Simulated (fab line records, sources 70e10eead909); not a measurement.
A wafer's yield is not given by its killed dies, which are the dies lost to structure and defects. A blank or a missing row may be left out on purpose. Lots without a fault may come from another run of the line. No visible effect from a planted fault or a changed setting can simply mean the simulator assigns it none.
Struck lot and sound lot, side by side || flow nand_harc || 14 out of 1302 route steps
Sound: wafers L873.1, L873.4, L873.5. Struck: wafer L887.3 (L887.1, L887.6, from the same lot, were not struck and are left out); the cause is given at the end.
Each step with rows lists, per side, the tool, then ch with its chambers, then its first start. Under that, the readings that differ: sound wafers || struck wafers || difference of the means || sigmas: that difference in standard deviations of wafers without a fault.
alike: same words and numbers on both sides, and readings whose means sit less than 2 such deviations apart. not compared: any withheld reading, any reading some wafer has no value for, any bound like >300 that may hide the same value, and any number with overlapping values for which the record gives no deviation.
A row with sigmas, a row that says differs or no value, or rows on one side alone: a step with any of these is where the two part. Non-overlapping numbers with no deviation appear without sigmas and do not part them. Lack of a reading on every wafer of one side parts them only where that side has two or more wafers.

NHARC_A_M1_INSPECT_27:
  sound on defect_inspect-01 at day 24 17:14; struck on defect_inspect-01 at day 29 03:19
  alike: raw_defect_count
NHARC_A_M1_PRE_CLEAN_32: time 12 s.
  sound on pecvd-03 ch 0,1, day 24 17:19; struck on pecvd-03 ch 0, day 29 03:24
{"reading": "susceptor_temp_C (C)", "sound": "370.18 370.15 370.07", "struck": 369.43, "difference": -0.70, "sigmas": -3}
  alike: heater_power_w
  not compared: since_wet_clean_h
NHARC_A_M1_DEP_33: deposits SiCN, target thk 30 nm.
  sound on pecvd-03 ch 0,1, day 24 17:26; struck on pecvd-03 ch 0, day 29 03:29
  alike: heater_power_w, susceptor_temp_C
  not compared: since_wet_clean_h
NHARC_A_BONDPAD_DEP_00: deposits SiCN, target thk 250 nm.
  sound on pecvd-04 ch 0,1,2, day 24 18:02; struck on pecvd-04 ch 2, day 29 04:22
  alike: heater_power_w, susceptor_temp_C
  not compared: since_wet_clean_h
NHARC_A_BONDPAD_CMP_29: polishes SiCN, target thk 200 nm.
  sound on cmp-03 ch 0,2, day 24 18:20; struck on cmp-04 ch 2, day 29 04:45
  alike: motor_current_A
NHARC_A_BONDPAD_THK_MEAS_30: measures by ellipsometry.
  sound on film_metro-02 at day 24 18:35; struck on film_metro-01 at day 29 04:59
  alike: thk_nm
then, 5 steps without rows for these wafers: NHARC_A_BONDPAD_SRD_31; NHARC_A_BONDPAD_DEHYDRATE_01 (time 120 s); NHARC_A_BONDPAD_HMDS_02 (time 30 s); NHARC_A_BONDPAD_COAT_33 (time 65 s); NHARC_A_BONDPAD_COAT_03 (resist thk 600 nm).
NHARC_A_BONDPAD_SOFTBAKE_04: time 70 s.
  sound on litho_track-03 ch 0, day 24 18:00; struck on litho_track-03 ch 0, day 29 05:00
{"reading": "heater_power_total_W (W)", "sound": "202.4 201.7 199.1", "struck": 210.8, "difference": "+9.7", "sigmas": "+8"}
then, 1 step without rows for these wafers: NHARC_A_BONDPAD_EBR_05.
NHARC_END_SORT_01:
  sound on prober-02 ch 0, day 26 08:25; struck on prober-01 ch 0, day 30 17:02
{"reading": "defect_limited_yield (%)", "sound": "95 96 95", "struck": 89, "difference": -6, "sigmas": -2}
{"reading": "killed_dies", "sound": "34 25 34", "struck": 73, "difference": "+42", "sigmas": "+2"}
  alike: killed_at_array, killed_at_other, killed_at_periphery, killed_open, killed_short

== WHERE THEY PART ==
Last at NHARC_END_SORT_01 as far as this record goes, first at NHARC_A_M1_PRE_CLEAN_32.

WHY: what the simulator had put in
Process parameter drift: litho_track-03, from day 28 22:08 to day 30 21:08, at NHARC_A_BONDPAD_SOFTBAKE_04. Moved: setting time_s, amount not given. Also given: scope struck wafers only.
